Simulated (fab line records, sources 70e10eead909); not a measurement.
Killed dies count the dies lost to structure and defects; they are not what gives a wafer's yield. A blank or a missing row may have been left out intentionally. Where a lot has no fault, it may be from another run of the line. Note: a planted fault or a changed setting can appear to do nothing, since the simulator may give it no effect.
fab line records -- flow nandHarc
record: lots: 14, wafers: 42, lastDay: 24
route steps=1159 shown P_BONDPAD@380 A_ZERO_WELL@405 A_ONON_D1@430
lots that met no fault: taken from a fault-free run of the same line
startH: start of the lot's first displayed wafer, in hours after the record's first day -- waitH: hours since the lot's step before -- " repeats the value in the row above -- L1.1+2: several wafers, shown together as one row -- - no value, or no start was given -- * or withheld: withheld -- < > ~ a bound
route shown NAME@n: a module of which the file shows steps, and the number in the route of the first -- usual: the fault-free wafers' mean and standard deviation -- same: alike in all rows -- chamber/n: place in a boat -- sites: per-site readings -- _std_site: standard deviation across them -- _edge_site: mean of outer sites minus mean of inner sites -- radiusMm: how far each site lies from the wafer's centre -- mask NAME#n: copy n -- behind: tool/chamber where the wafer was last shaped -- hold: reason for holding the lot/hours on hold/outcome of the hold -- device: the transistor (n, p or np) that didn't switch -- end of line: at the end of the route, the tests of the same wafers -- step lacking rows: just its recipe -- killed: dies that structure and defects cost at the first sort, which is not the same as the wafer's yield -- map: shows each die of a wafer: x if killed, . if not, _ if none is there
set.NAME: the setting as run; set.NAME@STEP: as run at that earlier step -- model.NAME: the simulator's own value behind a step, which no gauge read
a sample of lots followed through the steps of the route, with each step as a table and each wafer as a row
services: when a tool's chamber went out of use (startH, in hours from the record's first day, below 0 if earlier), for how many hours, and the reason
== steps ==
step: NHARC_P_BONDPAD_CMP_19
recipe: tOverpolishS: 30, cuRecessTouchS: 16, targetThkNm: 160.81
usual: motorCurrentA: 12.1/1.1, overpolishRunS: 30.000/0.0085
lot.wafer,tool,chamber,startH,waitH,motorCurrentA,overpolishRunS
L157.3,cmp-04,0,142.45,-,11.9,29.998
L157.1,cmp-04,1,142.45,-,13.3,29.984
L157.6,cmp-04,2,142.45,-,10.2,29.997
L156.1,cmp-04,1,142.71,-,12.9,29.992
L156.4,cmp-04,2,142.71,-,10.2,30.014
L156.3,cmp-04,0,142.71,-,11.4,29.990
L159.4,cmp-02,3,152.04,-,11.4,29.996
L159.3,cmp-02,0,152.04,-,12.3,30.005
L159.2,cmp-02,1,152.04,-,13.8,29.998
L160.4,cmp-04,1,152.55,-,13.1,29.997
L160.3,cmp-04,3,152.55,-,13.4,29.995
L160.6,cmp-04,0,152.55,-,12.0,30.002
L161.4,cmp-04,3,159.62,-,13.1,30.004
L161.3,cmp-04,0,159.62,-,12.6,29.985
L161.5,cmp-04,2,159.62,-,10.2,29.995
L162.2,cmp-04,2,166.71,-,10.1,29.992
L162.6,cmp-04,3,166.71,-,13.0,30.015
L162.5,cmp-04,0,166.71,-,12.0,30.015
L163.2,cmp-04,1,176.87,-,12.7,29.996
L163.3,cmp-04,3,176.87,-,13.3,30.003
L163.4,cmp-04,0,176.87,-,12.0,30.015
L165.2,cmp-03,1,187.12,-,13.3,29.994
L165.4,cmp-03,2,187.12,-,12.4,30.007
L165.6,cmp-03,3,187.12,-,13.4,29.995
L173.1,cmp-04,2,234.89,-,10.0,29.999
L173.3,cmp-04,0,234.89,-,12.0,29.995
L173.6,cmp-04,2,234.89,-,10.2,29.983
L174.3,cmp-03,3,243.45,-,13.6,30.004
L174.1,cmp-03,0,243.45,-,10.9,30.003
L174.6,cmp-03,2,243.45,-,12.0,29.995
L176.4,cmp-02,2,247.09,-,11.4,30.010
L176.2,cmp-02,0,247.09,-,12.0,30.001
L176.1,cmp-02,1,247.09,-,12.9,29.993
L177.4,cmp-02,1,256.88,-,12.3,30.008
L177.1,cmp-02,2,256.88,-,11.4,30.006
L177.5,cmp-02,2,256.88,-,10.9,30.020
L178.1,cmp-02,1,262.57,-,13.8,29.992
L178.2,cmp-02,3,262.57,-,11.6,30.002
L178.6,cmp-02,1,262.57,-,14.0,29.987
L179.2,cmp-02,0,265.78,-,12.1,30.001
L179.3,cmp-02,1,265.78,-,13.7,29.992
L179.6,cmp-02,3,265.78,-,11.3,29.987
step: NHARC_A_ZERO_WELL_ETCH_13
recipe: targetDepthA: 1200, timeS: 40.1, hbrFlowSccm: 150, cl2FlowSccm: 50, rfW: 400, icpW: 400, biasW: 100, chemistry: HBr/Cl2
usual: drypumpMotorCurrentA: 5.5/0.52, mfcCl2Sccm: 50.01/0.15, oesProductAu: 0.998/0.012, throttleValvePct: 26.405/0.0091
lot.wafer,tool,chamber,startH,waitH,drypumpMotorCurrentA,mfcCl2Sccm,oesProductAu,rfHoursCounterH,throttleValvePct
L157.1,rieSi-04,2,144.48,-,5.8,49.86,0.993,0.3,26.400
L157.3,rieSi-04,3,144.48,-,4.8,49.97,1.001,0.3,26.422
L157.6,rieSi-04,0,144.48,-,5.8,49.98,0.998,-,26.400
L156.4,rieSi-06,0,144.96,-,5.5,49.92,1.013,0.7,26.397
L156.3,rieSi-06,1,144.96,-,5.8,49.97,1.003,0.9,26.422
L156.1,rieSi-06,2,144.96,-,5.2,49.88,0.999,0.9,26.414
L159.3,rieSi-01,0,154.13,-,6.3,50.01,0.988,0.2,26.399
L159.2,rieSi-01,3,154.13,-,4.7,50.12,1.005,0.2,26.408
L159.4,rieSi-01,0,154.13,-,6.3,49.89,0.989,-,26.402
L160.3,rieSi-06,1,154.71,-,5.8,49.80,1.006,0.9,26.394
L160.4,rieSi-06,3,154.71,-,5.9,49.94,0.989,0.9,26.416
L160.6,rieSi-06,1,154.71,-,5.8,49.92,1.005,-,26.407
L161.4,rieSi-04,3,161.83,-,4.8,50.04,1.004,0.4,26.390
L161.3,rieSi-04,0,161.83,-,5.7,49.94,1.001,0.4,26.399
L161.5,rieSi-04,2,161.83,-,5.7,50.02,0.995,-,26.400
L162.2,rieSi-01,2,168.89,-,5.0,50.08,1.002,0.2,26.417
L162.6,rieSi-01,3,168.89,-,4.7,49.93,1.009,-,26.397
L162.5,rieSi-01,0,168.89,-,6.3,50.01,0.985,-,26.402
L163.2,rieSi-01,1,178.98,-,6.0,50.05,0.990,0.1,26.412
L163.3,rieSi-01,2,178.98,-,5.0,50.15,1.007,0.3,26.419
L163.4,rieSi-01,3,178.98,-,4.7,49.79,1.016,0.3,26.409
L165.4,rieSi-01,0,189.32,-,6.3,49.86,0.984,0.4,26.420
L165.2,rieSi-01,2,189.32,-,5.0,50.27,1.005,0.3,26.401
L165.6,rieSi-01,1,189.32,-,5.9,50.08,0.984,-,26.416
L173.3,rieSi-01,1,237.02,-,6.0,49.88,0.999,0.4,26.420
L173.1,rieSi-01,2,237.02,-,5.0,50.00,0.998,0.5,26.407
L173.6,rieSi-01,3,237.02,-,4.7,50.03,1.018,-,26.407
L174.3,rieSi-04,3,245.65,-,4.8,50.41,1.003,1.1,26.417
L174.1,rieSi-04,1,245.65,-,5.6,50.04,1.014,1.1,26.405
L174.6,rieSi-04,0,245.65,-,5.7,50.12,0.997,-,26.403
L176.1,rieSi-04,1,249.24,-,5.6,49.74,1.016,1.2,26.409
L176.4,rieSi-04,3,249.24,-,4.8,49.99,0.992,1.1,26.399
L176.2,rieSi-04,0,249.24,-,5.8,50.25,0.990,1.1,26.399
L177.4,rieSi-04,3,258.97,-,4.8,50.16,0.996,1.1,26.398
L177.1,rieSi-04,0,258.97,-,5.8,49.72,0.971,1.1,26.399
L177.5,rieSi-04,3,258.97,-,4.8,50.02,0.978,-,26.395
L178.2,rieSi-06,3,264.81,-,6.0,50.01,0.991,0.7,26.413
L178.1,rieSi-06,0,264.81,-,5.5,50.26,1.011,0.6,26.399
L178.6,rieSi-06,0,264.81,-,5.5,50.44,1.022,-,26.405
L179.3,rieSi-06,0,267.91,-,5.5,50.17,1.008,0.7,26.403
L179.2,rieSi-06,3,267.91,-,5.9,49.87,0.983,0.7,26.385
L179.6,rieSi-06,0,267.91,-,5.5,49.98,1.010,-,26.396
step: NHARC_A_ZERO_WELL_INSPECT_17
usual: rawDefectCount: 11/5
lot.wafer,tool,chamber,startH,waitH,rawDefectCount
L157.1,defectInspect-01,-,145.56,0.2,8
L157.3,defectInspect-01,-,145.56,0.2,3
L157.6,defectInspect-01,-,145.56,0.2,6
L156.1,defectInspect-01,-,146.05,0.2,9
L156.3,defectInspect-01,-,146.05,0.2,10
L156.4,defectInspect-01,-,146.05,0.2,4
L159.2,defectInspect-01,-,155.32,0.1,4
L159.3,defectInspect-01,-,155.32,0.1,2
L159.4,defectInspect-01,-,155.32,0.1,3
L160.3,defectInspect-01,-,155.81,0.1,12
L160.4,defectInspect-01,-,155.81,0.1,9
L160.6,defectInspect-01,-,155.81,0.1,15
L161.3,defectInspect-01,-,162.94,0.1,10
L161.4,defectInspect-01,-,162.94,0.1,10
L161.5,defectInspect-01,-,162.94,0.1,9
L162.2,defectInspect-02,-,169.96,0.1,5
L162.5,defectInspect-02,-,169.96,0.1,11
L162.6,defectInspect-02,-,169.96,0.1,6
L163.2,defectInspect-01,-,180.09,0.1,11
L163.3,defectInspect-01,-,180.09,0.1,10
L163.4,defectInspect-01,-,180.09,0.1,11
L165.2,defectInspect-02,-,190.42,0.1,15
L165.4,defectInspect-02,-,190.42,0.1,10
L165.6,defectInspect-02,-,190.42,0.1,11
L173.1,defectInspect-01,-,238.10,0.2,14
L173.3,defectInspect-01,-,238.10,0.2,3
L173.6,defectInspect-01,-,238.10,0.2,16
L174.1,defectInspect-02,-,246.81,0.2,4
L174.3,defectInspect-02,-,246.81,0.2,7
L174.6,defectInspect-02,-,246.81,0.2,9
L176.1,defectInspect-01,-,250.36,0.2,20
L176.2,defectInspect-01,-,250.36,0.2,18
L176.4,defectInspect-01,-,250.36,0.2,15
L177.1,defectInspect-02,-,260.07,0.2,5
L177.4,defectInspect-02,-,260.07,0.2,7
L177.5,defectInspect-02,-,260.07,0.2,7
L178.1,defectInspect-01,-,265.91,0.2,7
L178.2,defectInspect-01,-,265.91,0.2,7
L178.6,defectInspect-01,-,265.91,0.2,10
L179.2,defectInspect-01,-,269.02,0.1,11
L179.3,defectInspect-01,-,269.02,0.1,17
L179.6,defectInspect-01,-,269.02,0.1,14
step: NHARC_A_ONON_D1_DEP_09
recipe: targetThkA: 10000, n2FlowSccm: 2750, n2oFlowSccm: 2000, nh3FlowSccm: 500, sih4FlowSccm: 210, tempC: 400
usual: n2FlowSccm: 2750/8.4
lot.wafer,tool,chamber,startH,waitH,n2FlowSccm
L156.1,pecvdOnon-01,0,167.63,0.1,2749
L156.3,pecvdOnon-01,0,167.63,0.1,2749
L156.4,pecvdOnon-01,0,167.63,0.1,2745
L157.1,pecvdOnon-02,0,167.81,0.1,2751
L157.3,pecvdOnon-02,0,167.81,0.1,2752
L157.6,pecvdOnon-02,0,167.81,0.1,2754
L159.2,pecvdOnon-01,0,177.85,0.1,2745
L159.3,pecvdOnon-01,0,177.85,0.1,2751
L159.4,pecvdOnon-01,0,177.85,0.1,2744
L160.3,pecvdOnon-03,0,178.04,0.2,2747
L160.4,pecvdOnon-03,0,178.04,0.2,2742
L160.6,pecvdOnon-03,0,178.04,0.2,2759
L161.3,pecvdOnon-03,0,185.80,0.2,2734
L161.4,pecvdOnon-03,0,185.80,0.2,2725
L161.5,pecvdOnon-03,0,185.80,0.2,2740
L162.2,pecvdOnon-03,0,195.52,0.1,2755
L162.5,pecvdOnon-03,0,195.52,0.1,2752
L162.6,pecvdOnon-03,0,195.52,0.1,2745
L163.2,pecvdOnon-03,0,203.14,0.1,2750
L163.3,pecvdOnon-03,0,203.14,0.1,2747
L163.4,pecvdOnon-03,0,203.14,0.1,2744
L165.2,pecvdOnon-03,0,213.70,0.1,2751
L165.4,pecvdOnon-03,0,213.70,0.1,2736
L165.6,pecvdOnon-03,0,213.70,0.1,2745
L173.1,pecvdOnon-02,0,260.50,0.1,2764
L173.3,pecvdOnon-02,0,260.50,0.1,2753
L173.6,pecvdOnon-02,0,260.50,0.1,2750
L174.1,pecvdOnon-01,0,271.92,0.1,2765
L174.3,pecvdOnon-01,0,271.92,0.1,2758
L174.6,pecvdOnon-01,0,271.92,0.1,2753
L176.1,pecvdOnon-02,0,272.05,0.1,2742
L176.2,pecvdOnon-02,0,272.05,0.1,2740
L176.4,pecvdOnon-02,0,272.05,0.1,2727
L177.1,pecvdOnon-02,0,284.70,0.1,2754
L177.4,pecvdOnon-02,0,284.70,0.1,2743
L177.5,pecvdOnon-02,0,284.70,0.1,2734
L178.1,pecvdOnon-02,0,290.16,0.1,2757
L178.2,pecvdOnon-02,0,290.16,0.1,2753
L178.6,pecvdOnon-02,0,290.16,0.1,2754
L179.2,pecvdOnon-03,0,290.17,0.1,2749
L179.3,pecvdOnon-03,0,290.17,0.1,2749
L179.6,pecvdOnon-03,0,290.17,0.1,2740
step: NHARC_A_ONON_D1_THK_MEAS_11
recipe: thkMeasGauge: ellipsometry
usual: thkNm: 1005/9.7
lot.wafer,tool,chamber,startH,waitH,hold,thkNm
L156.1,filmMetro-01,-,168.14,-,-,1009
L156.3,filmMetro-01,-,168.14,-,-,1010
L156.4,filmMetro-01,-,168.14,-,-,1009
L157.1,filmMetro-02,-,168.31,-,-,1007
L157.3,filmMetro-02,-,168.31,-,-,1007
L157.6,filmMetro-02,-,168.31,-,-,1006
L159.2,filmMetro-02,-,178.30,-,-,987
L159.3,filmMetro-02,-,178.30,-,-,986
L159.4,filmMetro-02,-,178.30,-,-,985
L160.3,filmMetro-02,-,178.46,-,-,1004
L160.4,filmMetro-02,-,178.46,-,-,1003
L160.6,filmMetro-02,-,178.46,-,-,1004
L161.3,filmMetro-01,-,186.19,-,-,999
L161.4,filmMetro-01,-,186.19,-,-,1000
L161.5,filmMetro-01,-,186.19,-,-,998
L162.2,filmMetro-01,-,195.97,-,-,993
L162.5,filmMetro-01,-,195.97,-,-,995
L162.6,filmMetro-01,-,195.97,-,-,995
L163.2,filmMetro-02,-,203.60,-,awaitDispo/0.2h/release,684
L163.3,filmMetro-02,-,203.60,-,awaitDispo/0.2h/release,685
L163.4,filmMetro-02,-,203.60,-,awaitDispo/0.2h/release,684
L163.2,filmMetro-02,-,203.77,0.2,-,683
L163.3,filmMetro-02,-,203.77,0.2,-,682
L163.4,filmMetro-02,-,203.77,0.2,-,684
L165.2,filmMetro-02,-,214.14,-,awaitDispo/0.2h/release,685
L165.4,filmMetro-02,-,214.14,-,awaitDispo/0.2h/release,687
L165.6,filmMetro-02,-,214.14,-,awaitDispo/0.2h/release,686
L165.2,filmMetro-02,-,214.31,0.2,-,686
L165.4,filmMetro-02,-,214.31,0.2,-,688
L165.6,filmMetro-02,-,214.31,0.2,-,687
L173.1,filmMetro-02,-,261.01,-,-,1019
L173.3,filmMetro-02,-,261.01,-,-,1016
L173.6,filmMetro-02,-,261.01,-,-,1015
L174.1,filmMetro-02,-,272.43,-,-,1023
L174.3,filmMetro-02,-,272.43,-,-,1021
L174.6,filmMetro-02,-,272.43,-,-,1022
L176.1,filmMetro-02,-,272.56,-,-,997
L176.2,filmMetro-02,-,272.56,-,-,997
L176.4,filmMetro-02,-,272.56,-,-,998
L177.1,filmMetro-02,-,285.21,-,-,1010
L177.4,filmMetro-02,-,285.21,-,-,1010
L177.5,filmMetro-02,-,285.21,-,-,1008
L179.2,filmMetro-02,-,290.63,-,-,1011
L179.3,filmMetro-02,-,290.63,-,-,1013
L179.6,filmMetro-02,-,290.63,-,-,1013
L178.1,filmMetro-01,-,290.68,-,-,1001
L178.2,filmMetro-01,-,290.68,-,-,1001
L178.6,filmMetro-01,-,290.68,-,-,1002
== services ==
tool,chamber,startH,hours,kind
rieSi-04,0,119.96,2.3,repair
cmp-04,-,120.38,0.9,repair
rieSi-01,-,127.00,9.0,pm
cmp-02,-,128.61,4.0,pm
rieSi-01,1,146.78,20.0,repair
pecvdOnon-03,-,153.00,13.0,pm
cmp-03,-,156.22,4.0,pm
rieSi-06,1,157.03,31.9,repair
rieSi-06,-,183.00,9.0,pm
cmp-02,-,185.38,1.0,repair
pecvdOnon-01,-,195.00,13.0,pm
cmp-04,-,196.04,1.2,repair
cmp-04,-,199.58,1.4,repair
cmp-04,-,203.01,4.0,pm
cmp-02,-,208.15,2.0,repair
rieSi-04,3,210.00,11.7,repair
cmp-04,-,213.88,3.5,repair
cmp-02,-,226.72,4.0,pm
cmp-03,-,233.60,3.9,repair
rieSi-06,1,238.85,14.7,repair
cmp-03,-,254.22,4.0,pm
rieSi-01,1,265.91,1.9,repair
rieSi-04,-,276.00,9.0,pm
rieSi-01,2,285.58,2.8,repair
== key ==
firstSign: step: NHARC_A_ONON_D1_THK_MEAS_11, reading: visit, direction: added
effect: step: NHARC_A_ONON_D1_THK_MEAS_11, reading: thkNm, direction: down, sigmas: 33, usual: 1005, struck: 685
metAt NHARC_A_ONON_D1_DEP_09
struckLots L163,L165
laterRowsLeftOut L163.2,L163.3,L163.4,L165.2,L165.4,L165.6
sortLeftOut L163.2,L163.3,L163.4,L165.2,L165.4,L165.6
testerLeftOut L163,L165
notActingAt NHARC_P_BONDPAD_CMP_19,NHARC_A_ZERO_WELL_ETCH_13,NHARC_A_ZERO_WELL_INSPECT_17
onsetBetween 195.52 203.14
fault: kind: processParameterDrift, tool: pecvdOnon-03, chamber: -, onsetH: 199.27, steps: NHARC_A_ONON_D1_DEP_09, channel: targetThkA, offset: *, shape: step, endH: 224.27, actsIn: *, stated: *
testerLeftOut: of these lots the tester's yield and bins aren't shown, on N5 and GAA mostly nor the transistor test; their killed dies are dies lost to structure and defects alone, not to doping, threshold or leakage, so they don't give the yield
sortLeftOut: the simulated sort isn't trusted on such a fault, so these wafers' sort isn't shown, and their yield isn't known
laterRowsLeftOut: the simulator's readings of these wafers behind a module that went badly wrong aren't trusted and aren't shown, but for the sort
